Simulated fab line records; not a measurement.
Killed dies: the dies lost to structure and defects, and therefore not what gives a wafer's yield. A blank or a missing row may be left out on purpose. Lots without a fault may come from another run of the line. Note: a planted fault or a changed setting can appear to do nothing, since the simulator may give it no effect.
Matching of chambers	flow n5Finfet	rieDiel-03 running N5_FIN_SAQP_ETCH_67: 4 sister chambers
The step etches SiNx in CH3F/O2, target depth 30 nm. 8 wafers are shown with their chamber, then 12 later ones without.

## WAFERS WITH THEIR CHAMBER
wafer	chamber	drypumpMotorCurrentA (A)	showerheadPlenumPTorr (Torr)
L083.1	2	5.8	1.92
L087.5	3	5.8	2.05
L088.2	3	5.8	2.05
L089.2	0	6.2	2.06
L090.2	0	6.3	2.06
L092.1	2	5.8	1.91
L092.2	1	4.8	1.95
L092.5	1	4.8	1.95

## WAFERS MISSING THEIR CHAMBER
wafer	drypumpMotorCurrentA (A)	showerheadPlenumPTorr (Torr)
L093.4	6.3	2.06
L093.5	5.7	1.91
L093.6	5.8	2.05
L095.1	5.8	1.91
L095.4	4.8	1.95
L095.5	5.8	2.04
L096.1	6.3	2.06
L096.2	4.8	1.95
L096.6	5.8	1.91
L097.1	6.2	2.06
L097.3	5.7	1.91
L097.5	4.9	1.95

## WHICH CHAMBER EACH ONE RAN IN
wafer	from the rows above	in truth
L093.4	0	0
L093.5	2	2
L093.6	3	3
L095.1	2	2
L095.4	1	1
L095.5	3	3
L096.1	0	0
L096.2	1	1
L096.6	2	2
L097.1	0	0
L097.3	2	2
L097.5	1	1
12 of 12 placed correctly. Can't be placed from these rows: 0. Placed wrongly: 0.
How it was worked out, from the rows above alone: a wafer's distance from a chamber is the root of the sum, over the readings, of the square of ((its reading less the chamber's mean) divided by the reading's scatter). If the next closest chamber is less than 2 further off than the closest, the wafer can't be placed; otherwise it belongs to the closest. A chamber's mean is the mean of its shown wafers. The scatter is the square root of a quotient: the sum, over the shown wafers, of each reading's squared deviation from its chamber's mean, divided by wafers minus chambers.
